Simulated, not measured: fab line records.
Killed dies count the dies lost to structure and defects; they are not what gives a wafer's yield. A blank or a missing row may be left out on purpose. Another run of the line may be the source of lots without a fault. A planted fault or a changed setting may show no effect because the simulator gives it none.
Chamber matching / flow nand-harc / 4 sister chambers for NHARC_A_CONTACT_ALD_18 on ald-metal-04
The step deposits TiN, target thk 3 nm, pulse time 1 s, ald cycles 150. 8 wafers are shown with their chamber, then 9 later ones without.

WAFERS PAIRED WITH THEIR CHAMBERS
wafer=L081.1; chamber=3; heater-power-w (W)=1171; precursor-pulse-height-rel=0.985
wafer=L081.6; chamber=1; heater-power-w (W)=1064; precursor-pulse-height-rel=1.031
wafer=L083.1; chamber=0; heater-power-w (W)=1136; precursor-pulse-height-rel=1.007
wafer=L083.2; chamber=3; heater-power-w (W)=1176; precursor-pulse-height-rel=0.987
wafer=L083.3; chamber=2; heater-power-w (W)=1026; precursor-pulse-height-rel=1.032
wafer=L085.1; chamber=0; heater-power-w (W)=1136; precursor-pulse-height-rel=1.000
wafer=L085.2; chamber=2; heater-power-w (W)=1034; precursor-pulse-height-rel=1.025
wafer=L085.5; chamber=1; heater-power-w (W)=1058; precursor-pulse-height-rel=0.993

WAFERS WITHOUT THEIR CHAMBER
wafer=L089.1; heater-power-w (W)=1176; precursor-pulse-height-rel=1.008
wafer=L089.4; heater-power-w (W)=1063; precursor-pulse-height-rel=0.977
wafer=L089.5; heater-power-w (W)=1141; precursor-pulse-height-rel=1.014
wafer=L092.1; heater-power-w (W)=1162; precursor-pulse-height-rel=0.997
wafer=L092.3; heater-power-w (W)=1053; precursor-pulse-height-rel=0.997
wafer=L092.5; heater-power-w (W)=1176; precursor-pulse-height-rel=0.966
wafer=L094.2; heater-power-w (W)=1181; precursor-pulse-height-rel=0.985
wafer=L094.4; heater-power-w (W)=1141; precursor-pulse-height-rel=0.995
wafer=L094.5; heater-power-w (W)=1149; precursor-pulse-height-rel=0.990

WHICH CHAMBER EACH ONE RAN IN
wafer=L089.1; from the rows above=3; in truth=3
wafer=L089.4; from the rows above=1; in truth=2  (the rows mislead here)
wafer=L089.5; from the rows above=0; in truth=0
wafer=L092.1; from the rows above=3; in truth=3
wafer=L092.3; from the rows above=1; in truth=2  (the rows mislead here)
wafer=L092.5; from the rows above=3; in truth=3
wafer=L094.2; from the rows above=3; in truth=3
wafer=L094.4; from the rows above=0; in truth=0
wafer=L094.5; from the rows above=0; in truth=0
Correct placement for 7 of the 9. Not placeable from these rows: 0. Placed wrongly: 2.
How it was worked out, from the rows above alone: a wafer's distance from a chamber is the root of the sum, over the readings, of the square of ((its reading less the chamber's mean) divided by the reading's scatter). If the next closest chamber is less than 2 further off than the closest, the wafer can't be placed; otherwise it belongs to the closest. Each chamber's mean is taken over the wafers shown for it. How the scatter is found: for the shown wafers, subtract from each reading the mean of its chamber, square and add these, divide the total by (wafers less chambers), then take the root.
